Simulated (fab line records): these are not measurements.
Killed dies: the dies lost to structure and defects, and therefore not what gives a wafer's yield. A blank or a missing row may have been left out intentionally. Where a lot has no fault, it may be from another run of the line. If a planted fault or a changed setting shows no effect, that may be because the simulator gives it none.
Chamber matching | flow n5 finfet | 4 sister chambers for N5_SPACER0_ALD_08 on ald sin-04
The step deposits SiNx, target thk 2 nm. 8 wafers are shown with their chamber, then 8 later ones without.

WAFERS PAIRED WITH THEIR CHAMBERS
wafer  | chamber | heater power w (W)
L077.6 | 2       | 782
L078.2 | 0       | 857
L084.2 | 3       | 910
L084.6 | 2       | 762
L085.2 | 1       | 814
L085.4 | 0       | 783
L085.5 | 3       | 906
L088.1 | 1       | 809

WAFERS WITH NO CHAMBER GIVEN
wafer  | heater power w (W)
L088.5 | 791
L088.6 | 879
L092.1 | 902
L092.2 | 766
L092.4 | 801
L095.2 | 803
L095.5 | 792
L095.6 | 897

WHICH CHAMBER EACH WENT THROUGH
wafer  | from the rows above          | in truth
L088.5 | can't be placed: 2 or 1 or 0 | 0
L088.6 | can't be placed: 3 or 0 or 1 | 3
L092.1 | 3                            | 3
L092.2 | can't be placed: 2 or 1 or 0 | 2
L092.4 | can't be placed: 1 or 0 or 2 | 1
L095.2 | can't be placed: 1 or 0 or 2 | 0
L095.5 | can't be placed: 1 or 2 or 0 | 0
L095.6 | 3                            | 3
Correct placement for 2 of the 8. Unplaceable from these rows: 6, with the true chamber sitting among the candidates in 6. Placed wrongly: 0.
How it was worked out, from the rows above alone: a wafer's distance from a chamber is the root of the sum, over the readings, of the square of ((its reading less the chamber's mean) divided by the reading's scatter). If the next closest chamber is less than 2 further off than the closest, the wafer can't be placed; otherwise it belongs to the closest. The mean given for a chamber averages the wafers shown for that chamber. The scatter: take each reading less its chamber's mean, square it, sum over the shown wafers, divide by the number of wafers less the number of chambers, and take the root.
